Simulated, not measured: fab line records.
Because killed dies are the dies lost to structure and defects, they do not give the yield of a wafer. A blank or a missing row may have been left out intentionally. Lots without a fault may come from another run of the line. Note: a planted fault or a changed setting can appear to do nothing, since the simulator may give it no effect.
Split-lot trial | flow n5Finfet | 21 wafers read across 7 lots, on a route 1938 steps long

SPLIT DETAILS
At N5_HKMG_FIN_EXPOSE_09 (exposes mask NWFM), the setting doseMj was moved away from the recipe's 39.25 on 7 of the 21 wafers read, by -7.0% to +5.9%. This setting was run at the recipe's value on the other wafers.

FROM THE SPLIT TO THE READING: what the file shows between them, 2 steps
- N5_HKMG_FIN_PEB_10: peb time 60 s
- N5_HKMG_FIN_DEVELOP_11: develop time 30 s

THE READING
cdNm, in nm, at N5_HKMG_FIN_CD_MEAS_12 (target cd 92.8 nm). Fault-free wafers of this fab line usually give 93.0 nm, standard deviation 0.51 nm.

wafer  | tool, chamber at the split | doseMj as run | against the recipe | cdNm, nm | against lot-mates on the recipe
L075.1 | arfiScanner-03, 0          | 39.25         | recipe             | 92.8     | -
L075.2 | arfiScanner-03, 0          | 39.25         | recipe             | 93.3     | -
L075.3 | arfiScanner-03, 0          | 39.25         | recipe             | 93.0     | -
L076.4 | arfiScanner-03, 0          | 39.25         | recipe             | 93.7     | -
L076.5 | arfiScanner-03, 0          | 39.25         | recipe             | 94.4     | -
L076.6 | arfiScanner-03, 0          | 40.42         | +3.0%              | 95.2     | +1.1
L077.1 | arfiScanner-03, 0          | 39.25         | recipe             | 92.7     | -
L077.3 | arfiScanner-03, 0          | 39.25         | recipe             | 92.6     | -
L077.6 | arfiScanner-03, 0          | 37.43         | -4.6%              | 90.6     | -2.1
L080.1 | arfiScanner-03, 0          | 41.56         | +5.9%              | 96.5     | +3.4
L080.2 | arfiScanner-03, 0          | 39.25         | recipe             | 93.1     | -
L080.5 | arfiScanner-03, 0          | 41.56         | +5.9%              | 96.9     | +3.8
L082.3 | arfiScanner-03, 0          | 39.25         | recipe             | 92.7     | -
L082.4 | arfiScanner-03, 0          | 39.25         | recipe             | 93.2     | -
L082.6 | arfiScanner-03, 0          | 39.25         | recipe             | 93.2     | -
L087.1 | arfiScanner-01, 0          | 40.24         | +2.5%              | 94.7     | +1.7
L087.4 | arfiScanner-01, 0          | 39.25         | recipe             | 93.0     | -
L087.5 | arfiScanner-01, 0          | 40.24         | +2.5%              | 95.7     | +2.7
L095.1 | arfiScanner-01, 0          | 39.25         | recipe             | 92.4     | -
L095.3 | arfiScanner-01, 0          | 39.25         | recipe             | 92.6     | -
L095.6 | arfiScanner-01, 0          | 36.51         | -7.0%              | 87.7     | -4.8

FIT RESULTS
A straight line over all 21 wafers: cdNm changes by +0.675 nm for each +1% of doseMj; r = +0.96; the points scatter about the line by 0.54 nm.
The same after taking each lot's own level away (the mean of its wafers on the recipe; 21 wafers): +0.618 nm for each +1%; r = +0.97; scatter 0.42 nm.
According to that fit, moving doseMj by its largest amount changes the reading by 4.3 nm.
Measured against the standard deviation above, the lots' own levels, which go from 92.50 to 94.05 nm, span 3.0 times it.
Consequently the slope shifts little with the lot-to-lot level, the two slopes agreeing.
Check: with one of the wafers moved furthest among these (-7.0%) left out of the fit, the line predicts -3.94 nm for it against its lot-mates. It came out at -4.8 nm against them.

FILE'S OWN FIT
cdNm changes by +0.617 nm for each +1% of doseMj, r = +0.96.
